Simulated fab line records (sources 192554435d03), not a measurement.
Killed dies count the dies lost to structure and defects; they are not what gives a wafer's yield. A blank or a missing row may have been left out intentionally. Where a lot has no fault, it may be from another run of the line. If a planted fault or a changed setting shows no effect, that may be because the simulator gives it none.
Split-lot trial || flow n5-finfet || 7 lots, 21 wafers read, on a route of 1938 steps

== SPLIT DETAILS ==
At N5_MIM_BOT_SPUTTER_00 (material TiN, target thk 35 nm, time 89.7 s), the setting time-s was moved away from the recipe's 89.7 s on 6 of the 21 wafers read, by -14.9% to +14.7%. All remaining wafers had this setting at the recipe value.

The reading comes from the split's own step.

== THE READING ==
TiN_of_MIM_BOT_SPUTTER_00.thk-nm (the simulator's own value, which no gauge read), in nm, at N5_MIM_BOT_SPUTTER_00 (material TiN, target thk 35 nm, time 89.7 s). The file gives no usual value for it. Across the 15 wafers here that went through the recipe, the average is 34.9 nm and the standard deviation 0.37 nm.

{"wafer": "L076.1", "tool, chamber at the split": "pvd-sputter-03, -", "time-s as run, s": 89.7, "against the recipe": "recipe", "TiN_of_MIM_BOT_SPUTTER_00.thk-nm, nm": 35, "against lot-mates on the recipe": "-"}
{"wafer": "L076.3", "tool, chamber at the split": "pvd-sputter-03, -", "time-s as run, s": 89.7, "against the recipe": "recipe", "TiN_of_MIM_BOT_SPUTTER_00.thk-nm, nm": 34.6, "against lot-mates on the recipe": "-"}
{"wafer": "L076.4", "tool, chamber at the split": "pvd-sputter-03, -", "time-s as run, s": 76.36, "against the recipe": "-14.9%", "TiN_of_MIM_BOT_SPUTTER_00.thk-nm, nm": 29.2, "against lot-mates on the recipe": -5.6}
{"wafer": "L083.1", "tool, chamber at the split": "pvd-sputter-01, -", "time-s as run, s": 84.36, "against the recipe": "-6.0%", "TiN_of_MIM_BOT_SPUTTER_00.thk-nm, nm": 33, "against lot-mates on the recipe": -1.9}
{"wafer": "L083.3", "tool, chamber at the split": "pvd-sputter-01, -", "time-s as run, s": 89.7, "against the recipe": "recipe", "TiN_of_MIM_BOT_SPUTTER_00.thk-nm, nm": 34.8, "against lot-mates on the recipe": "-"}
{"wafer": "L083.4", "tool, chamber at the split": "pvd-sputter-01, -", "time-s as run, s": 89.7, "against the recipe": "recipe", "TiN_of_MIM_BOT_SPUTTER_00.thk-nm, nm": 35, "against lot-mates on the recipe": "-"}
{"wafer": "L084.1", "tool, chamber at the split": "pvd-sputter-01, -", "time-s as run, s": 89.7, "against the recipe": "recipe", "TiN_of_MIM_BOT_SPUTTER_00.thk-nm, nm": 35.8, "against lot-mates on the recipe": "-"}
{"wafer": "L084.3", "tool, chamber at the split": "pvd-sputter-01, -", "time-s as run, s": 89.7, "against the recipe": "recipe", "TiN_of_MIM_BOT_SPUTTER_00.thk-nm, nm": 35.2, "against lot-mates on the recipe": "-"}
{"wafer": "L084.5", "tool, chamber at the split": "pvd-sputter-01, -", "time-s as run, s": 89.7, "against the recipe": "recipe", "TiN_of_MIM_BOT_SPUTTER_00.thk-nm, nm": 35.4, "against lot-mates on the recipe": "-"}
{"wafer": "L086.1", "tool, chamber at the split": "pvd-sputter-01, -", "time-s as run, s": 89.7, "against the recipe": "recipe", "TiN_of_MIM_BOT_SPUTTER_00.thk-nm, nm": 34.4, "against lot-mates on the recipe": "-"}
{"wafer": "L086.2", "tool, chamber at the split": "pvd-sputter-01, -", "time-s as run, s": 89.7, "against the recipe": "recipe", "TiN_of_MIM_BOT_SPUTTER_00.thk-nm, nm": 34.8, "against lot-mates on the recipe": "-"}
{"wafer": "L086.6", "tool, chamber at the split": "pvd-sputter-01, -", "time-s as run, s": 89.7, "against the recipe": "recipe", "TiN_of_MIM_BOT_SPUTTER_00.thk-nm, nm": 34.8, "against lot-mates on the recipe": "-"}
{"wafer": "L090.1", "tool, chamber at the split": "pvd-sputter-01, -", "time-s as run, s": 83.28, "against the recipe": "-7.2%", "TiN_of_MIM_BOT_SPUTTER_00.thk-nm, nm": 32.4, "against lot-mates on the recipe": -2.7}
{"wafer": "L090.4", "tool, chamber at the split": "pvd-sputter-01, -", "time-s as run, s": 89.7, "against the recipe": "recipe", "TiN_of_MIM_BOT_SPUTTER_00.thk-nm, nm": 35.2, "against lot-mates on the recipe": "-"}
{"wafer": "L090.6", "tool, chamber at the split": "pvd-sputter-01, -", "time-s as run, s": 89.7, "against the recipe": "recipe", "TiN_of_MIM_BOT_SPUTTER_00.thk-nm, nm": 35, "against lot-mates on the recipe": "-"}
{"wafer": "L096.1", "tool, chamber at the split": "pvd-sputter-02, -", "time-s as run, s": 89.7, "against the recipe": "recipe", "TiN_of_MIM_BOT_SPUTTER_00.thk-nm, nm": 34.6, "against lot-mates on the recipe": "-"}
{"wafer": "L096.3", "tool, chamber at the split": "pvd-sputter-02, -", "time-s as run, s": 96.22, "against the recipe": "+7.3%", "TiN_of_MIM_BOT_SPUTTER_00.thk-nm, nm": 37.2, "against lot-mates on the recipe": "+2.6"}
{"wafer": "L096.4", "tool, chamber at the split": "pvd-sputter-02, -", "time-s as run, s": 96.22, "against the recipe": "+7.3%", "TiN_of_MIM_BOT_SPUTTER_00.thk-nm, nm": 37, "against lot-mates on the recipe": "+2.4"}
{"wafer": "L097.2", "tool, chamber at the split": "pvd-sputter-01, -", "time-s as run, s": 89.7, "against the recipe": "recipe", "TiN_of_MIM_BOT_SPUTTER_00.thk-nm, nm": 34.4, "against lot-mates on the recipe": "-"}
{"wafer": "L097.4", "tool, chamber at the split": "pvd-sputter-01, -", "time-s as run, s": 89.7, "against the recipe": "recipe", "TiN_of_MIM_BOT_SPUTTER_00.thk-nm, nm": 34.6, "against lot-mates on the recipe": "-"}
{"wafer": "L097.5", "tool, chamber at the split": "pvd-sputter-01, -", "time-s as run, s": 102.9, "against the recipe": "+14.7%", "TiN_of_MIM_BOT_SPUTTER_00.thk-nm, nm": 39.8, "against lot-mates on the recipe": "+5.3"}

FIT RESULTS
A straight line over all 21 wafers: TiN_of_MIM_BOT_SPUTTER_00.thk-nm changes by +0.346 nm for each +1% of time-s; r = +0.98; the points scatter about the line by 0.37 nm.
The same after taking each lot's own level away (the mean of its wafers on the recipe; 21 wafers): +0.362 nm for each +1%; r = +1.00; scatter 0.18 nm.
On that fit, the largest move of time-s shifts the reading by 5.4 nm.
The lots' own levels span 34.50 to 35.47 nm, that is 2.6 times the standard deviation above.
Hence the lot-to-lot level has little effect on the slope; both slopes agree.
Check: -5.27 nm against its lot-mates is what the line predicts for one of the wafers moved furthest among these (-14.9%) when that wafer is left out of the fit. Against them it came out at -5.6 nm.

== THESE WAFERS: OTHER SPLITS ==
Note: prior to the reading, these wafers also went through further splits. Each is held against what the fit with the lots' levels taken away leaves over:
{"other split on the same wafers": "N5_BEOL_M13_ILD_DEP_00 time-s", "wafers away from the commonest value": 7, "r with TiN_of_MIM_BOT_SPUTTER_00.thk-nm (lot level and that fit taken away)": "+0.02"}
{"other split on the same wafers": "N5_BEOL_M14_COAT_04 spin-rpm", "wafers away from the commonest value": 9, "r with TiN_of_MIM_BOT_SPUTTER_00.thk-nm (lot level and that fit taken away)": -0.03}
{"other split on the same wafers": "N5_BEOL_M15_EXPOSE_25 dose-mj", "wafers away from the commonest value": 9, "r with TiN_of_MIM_BOT_SPUTTER_00.thk-nm (lot level and that fit taken away)": -0.21}
{"other split on the same wafers": "N5_BEOL_M15_DEVELOP_27 develop-time-s", "wafers away from the commonest value": 7, "r with TiN_of_MIM_BOT_SPUTTER_00.thk-nm (lot level and that fit taken away)": -0.19}

== THE FILE'S OWN FIT ==
TiN_of_MIM_BOT_SPUTTER_00.thk-nm changes by +0.364 nm for each +1% of time-s, r = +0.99.
